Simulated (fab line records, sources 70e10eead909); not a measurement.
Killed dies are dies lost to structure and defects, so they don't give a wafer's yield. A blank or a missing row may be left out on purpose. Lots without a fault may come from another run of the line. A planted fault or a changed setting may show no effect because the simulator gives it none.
A struck lot beside a sound one | flow nand_harc | 15 steps out of a route of 1302
Sound: wafers L904.2, L904.3, L904.4. Struck: wafers L890.1, L890.2, L890.6. The cause comes at the end.
At each step with rows: each side's tool, then ch and its chambers, then its first start. Under that, the readings that differ: sound wafers | struck wafers | difference of the means | sigmas: that difference in standard deviations of wafers without a fault.
alike: readings whose means differ by less than 2 such deviations, and words and numbers that are the same on both sides. not compared: withheld readings, readings that some wafer has no value for, bounds like >300 that may hide the same value, and numbers for which the record gives no deviation and whose values overlap.
The two part at a step that has a row with sigmas, a row that says differs or no value, or rows on one side only. Numbers that don't overlap but have no deviation are shown without sigmas and don't part them. A reading that every wafer of one side lacks parts them only if that side has two wafers or more.

first, 7 steps without rows for these wafers: NHARC_P_M0_COAT_33 (time 65 s); NHARC_P_M0_COAT_03 (resist thk 90 nm); NHARC_P_M0_SOFTBAKE_04 (time 55 s); NHARC_P_M0_EBR_05; NHARC_P_M0_EXPOSE_06 (exposes mask P M0, target cd 90 nm); NHARC_P_M0_PEB_07 (peb time 65 s); NHARC_P_M0_DEVELOP_08 (develop time 35 s).
NHARC_P_M0_CD_MEAS_09: target cd 90 nm.
  sound on cd_sem-02 ch 0, day 12 11:20; struck on cd_sem-03 ch 0, day 7 11:22
  alike: cd_nm
NHARC_P_M0_OVL_MEAS_10: pitch 180 nm.
  sound on overlay-01, day 12 11:25; struck on overlay-02, day 7 11:26
  reading           | sound          | struck      | difference | sigmas
  overlay_y_nm (nm) | -1.8 -1.2 -1.6 | 2.0 1.3 1.5 | +3.1       | +3
  alike: overlay_x_nm
NHARC_P_M0_INSPECT_11:
  sound on defect_inspect-02, day 12 11:27; struck on defect_inspect-02, day 7 11:29
  alike: raw_defect_count
NHARC_P_M0_DESCUM_14: chemistry O2, time 3 s.
  sound on rie_diel-02 ch 1,2,3, day 12 11:31; struck on rie_diel-02 ch 0,3, day 7 11:32
  alike: drypump_motor_current_A, oes_product_au, rf_vpp_V, showerhead_plenum_p_Torr, throttle_valve_pct
  not compared: rf_hours_counter_h
NHARC_P_M0_ETCH_34: etches the open film in N2/H2, target depth 40 nm, overetch 12 nm, time 43.94 s.
  sound on rie_diel-02 ch 0,1,2, day 12 11:36; struck on rie_diel-02 ch 0,2, day 7 11:38
  alike: bias_w, chamber_pressure_mTorr, drypump_motor_current_A, n2_flow_sccm, oes_product_au, rf_vpp_V, showerhead_plenum_p_Torr, throttle_valve_pct
  not compared: rf_hours_counter_h
NHARC_P_M0_ETCH_15: etches the open film in C4F8/Ar, target depth 150 nm, overetch 15 nm, time 82.5 s.
  sound on rie_diel-02 ch 1,2,3, day 12 11:41; struck on rie_diel-02 ch 1,2, day 7 11:43
  no value came back on the struck wafers for bias_w (W), chamber_pressure_mTorr (mTorr), oes_product_au (a.u.), rf_vpp_V (V); on the sound wafers bias_w (W) reads 299.7 298.3 299.0
NHARC_P_M0_CD_MEAS_16:
  sound on cd_sem-02, day 12 11:49; struck on cd_sem-03, day 7 11:50
  alike: cd_nm
-- the record jumps here: 19 days lie between the struck wafers' starts before and after (it left off in module P_M0 and takes up again in module END, whose first step shown is number 1302 of the route) --
NHARC_END_SORT_01:
  the record has rows for the struck wafers here (prober-02 ch 0, day 26 17:07) and none for the sound ones

WHERE THEY PART
First at NHARC_P_M0_OVL_MEAS_10; last, within this record, at NHARC_END_SORT_01.

WHY: what the simulator had put in
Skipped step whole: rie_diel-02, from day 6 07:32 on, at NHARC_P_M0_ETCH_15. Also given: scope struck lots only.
